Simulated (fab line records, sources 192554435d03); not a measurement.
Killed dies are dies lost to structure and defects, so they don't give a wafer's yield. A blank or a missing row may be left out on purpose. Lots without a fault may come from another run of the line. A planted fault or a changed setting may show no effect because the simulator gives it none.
Chamber matching | flow n5_finfet | N5_BEOL_M9_CURE_72 on uv_cure-02: 3 sister chambers
The step cures SiCOH lowk, time 120 s. 22 wafers are shown with their chamber, then 11 later ones without.

WAFERS WITH THEIR CHAMBER
wafer  | chamber | wafer_temp_C_max | lamp_power_pct (%)
L075.1 | 0       | 372.3            | 52.27
L075.3 | 0       | 373.5            | 52.29
L075.5 | 0       | 373.0            | 52.36
L079.1 | 1       | 371.9            | 52.32
L079.4 | 1       | 371.8            | 52.38
L079.6 | 1       | 371.7            | 52.27
L080.4 | 1       | 372.0            | 52.27
L080.5 | 1       | 372.0            | 52.20
L080.6 | 1       | 371.3            | 52.25
L082.2 | 1       | 371.5            | 52.21
L082.4 | 1       | 371.2            | 52.25
L082.5 | 1       | 371.9            | 52.28
L083.1 | 0       | 372.3            | 52.39
L083.4 | 0       | 371.7            | 52.32
L083.6 | 0       | 372.4            | 52.26
L087.1 | 2       | 370.8            | 52.33
L087.3 | 2       | 370.8            | 52.27
L087.5 | 2       | 370.7            | 52.38
L086.2 | 1       | 372.7            | 52.35
L086.3 | 1       | 371.2            | 52.29
L086.4 | 1       | 372.4            | 52.28
L088.1 | 2       | 371.4            | 52.34

SIGNATURES (means of the wafers above)
reading          | chamber 0 | chamber 1 | chamber 2 | scatter within a chamber
wafer_temp_C_max | 372.533   | 371.800   | 370.925   | 0.493
lamp_power_pct   | 52.3150   | 52.2792   | 52.3300   | 0.051
Rule: a wafer's distance from a chamber is the root of the sum, over the readings, of the square of ((its reading less the chamber's mean) divided by the reading's scatter). The wafer belongs to the nearest chamber; if the next one is less than 2 further off, it can't be placed. The scatter: the root of (the sum of the squares of (reading less its chamber's mean) over the shown wafers, divided by (wafers less chambers)).

WAFERS WITHOUT THEIR CHAMBER
wafer  | wafer_temp_C_max | lamp_power_pct (%)
L088.4 | 370.8            | 52.38
L088.5 | 371.6            | 52.34
L093.1 | 371.0            | 52.25
L093.3 | 371.1            | 52.24
L093.4 | 371.1            | 52.27
L092.1 | 374.2            | 52.24
L092.2 | 372.2            | 52.24
L092.3 | 372.0            | 52.32
L094.3 | 370.9            | 52.29
L094.4 | 371.5            | 52.37
L094.6 | 371.1            | 52.28

WHICH CHAMBER EACH WENT THROUGH
wafer  | from the rows above          | in truth
L088.4 | can't be placed: 2 or 1      | 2
L088.5 | can't be placed: 1 or 2 or 0 | 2
L093.1 | can't be placed: 2 or 1 or 0 | 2
L093.3 | can't be placed: 1 or 2 or 0 | 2
L093.4 | can't be placed: 2 or 1 or 0 | 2
L092.1 | can't be placed: 0 or 1      | 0
L092.2 | can't be placed: 1 or 0      | 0
L092.3 | can't be placed: 1 or 0 or 2 | 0
L094.3 | can't be placed: 2 or 1      | 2
L094.4 | can't be placed: 2 or 1 or 0 | 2
L094.6 | can't be placed: 2 or 1 or 0 | 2
Placed correctly: 0 of 11. Can't be placed from these rows: 11 (the true chamber is among the candidates in 11). Placed wrongly: 0.
